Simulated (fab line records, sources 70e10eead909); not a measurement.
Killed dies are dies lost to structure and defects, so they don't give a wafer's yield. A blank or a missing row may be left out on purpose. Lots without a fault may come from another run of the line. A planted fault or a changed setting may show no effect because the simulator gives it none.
Chamber matching | flow nand_harc | NHARC_P_M0_CMP_23 on cmp-01: 4 sister chambers
The step polishes, t overpolish 20 s, target thk 117.54 nm. 8 wafers are shown with their chamber, then 12 later ones without.

WAFERS WITH THEIR CHAMBER
wafer  | chamber | motor_current_A (A) | time_to_endpoint_s (s)
L082.1 | 0       | 12.9                | 29.7
L082.4 | 3       | 10.7                | 31.4
L086.3 | 0       | 12.6                | 31.7
L086.4 | 1       | 12.0                | 31.6
L086.6 | 2       | 12.7                | 31.7
L087.1 | 1       | 13.0                | 30.4
L087.3 | 3       | 10.6                | 32.2
L087.5 | 2       | 13.0                | 31.7

WAFERS WITHOUT THEIR CHAMBER
wafer  | motor_current_A (A) | time_to_endpoint_s (s)
L087.2 | 13.0                | 28.7
L087.4 | 13.3                | 30.0
L087.6 | 13.2                | 27.6
L090.1 | 12.4                | 27.6
L090.2 | 12.6                | 29.7
L090.6 | 13.2                | 27.7
L093.4 | 12.1                | 32.7
L093.5 | 12.6                | 28.7
L093.6 | 12.1                | 28.4
L095.1 | 11.6                | 29.0
L095.2 | 13.3                | 26.8
L095.6 | 10.7                | 28.9

WHICH CHAMBER EACH WENT THROUGH
wafer  | from the rows above               | in truth
L087.2 | can't be placed: 0 or 1 or 2      | 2
L087.4 | can't be placed: 0 or 2 or 1      | 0
L087.6 | can't be placed: 0 or 1 or 2      | 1
L090.1 | can't be placed: 0 or 1 or 2      | 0
L090.2 | can't be placed: 0 or 1 or 2      | 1
L090.6 | can't be placed: 0 or 1 or 2      | 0
L093.4 | can't be placed: 1 or 2 or 0 or 3 | 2
L093.5 | can't be placed: 0 or 1 or 2      | 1
L093.6 | can't be placed: 0 or 1 or 2      | 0
L095.1 | can't be placed: 1 or 0 or 3 or 2 | 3
L095.2 | can't be placed: 0 or 1 or 2      | 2
L095.6 | can't be placed: 3 or 1           | 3
Placed correctly: 0 of 12. Can't be placed from these rows: 12 (the true chamber is among the candidates in 12). Placed wrongly: 0.
How it was worked out, from the rows above alone: a wafer's distance from a chamber is the root of the sum, over the readings, of the square of ((its reading less the chamber's mean) divided by the reading's scatter). The wafer belongs to the nearest chamber; if the next one is less than 2 further off, it can't be placed. A chamber's mean is the mean of its shown wafers. The scatter: the root of (the sum of the squares of (reading less its chamber's mean) over the shown wafers, divided by (wafers less chambers)).
